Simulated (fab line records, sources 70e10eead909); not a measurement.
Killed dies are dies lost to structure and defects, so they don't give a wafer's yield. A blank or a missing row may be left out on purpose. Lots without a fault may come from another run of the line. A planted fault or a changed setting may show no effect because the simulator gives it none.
Chamber matching | flow nand_harc | NHARC_P_M2_CMP_23 on cmp-02: 4 sister chambers
The step polishes, t overpolish 20 s, target thk 144.3 nm. 4 wafers are shown with their chamber, then 11 later ones without.

WAFERS WITH THEIR CHAMBER
wafer  | chamber | motor_current_A (A)
L081.2 | 2       | 12.4
L089.1 | 0       | 11.5
L089.2 | 3       | 13.4
L090.2 | 1       | 11.2

WAFERS WITHOUT THEIR CHAMBER
wafer  | motor_current_A (A)
L090.3 | 11.2
L090.6 | 12.8
L094.3 | 12.2
L094.4 | 12.4
L094.5 | 12.5
L096.3 | 13.6
L096.4 | 10.6
L096.5 | 12.8
L097.1 | 11.7
L097.4 | 11.8
L097.5 | 12.0

WHICH CHAMBER EACH WENT THROUGH
wafer  | from the rows above          | in truth
L090.3 | can't be placed: 1 or 0      | 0
L090.6 | can't be placed: 2 or 3      | 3
L094.3 | can't be placed: 2 or 0      | 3
L094.4 | 2                            | 2
L094.5 | 2                            | 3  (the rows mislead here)
L096.3 | 3                            | 3
L096.4 | can't be placed: 1 or 0      | 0
L096.5 | can't be placed: 2 or 3      | 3
L097.1 | can't be placed: 0 or 1 or 2 | 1
L097.4 | can't be placed: 0 or 2 or 1 | 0
L097.5 | can't be placed: 2 or 0 or 1 | 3
Placed correctly: 2 of 11. Can't be placed from these rows: 8 (the true chamber is among the candidates in 6). Placed wrongly: 1.
How it was worked out, from the rows above alone: a wafer's distance from a chamber is the root of the sum, over the readings, of the square of ((its reading less the chamber's mean) divided by the reading's scatter). The wafer belongs to the nearest chamber; if the next one is less than 2 further off, it can't be placed. A chamber's mean is the mean of its shown wafers. The scatter: with one shown wafer a chamber, the root of the mean of the squares of how far each hidden wafer lies from its nearest shown one.
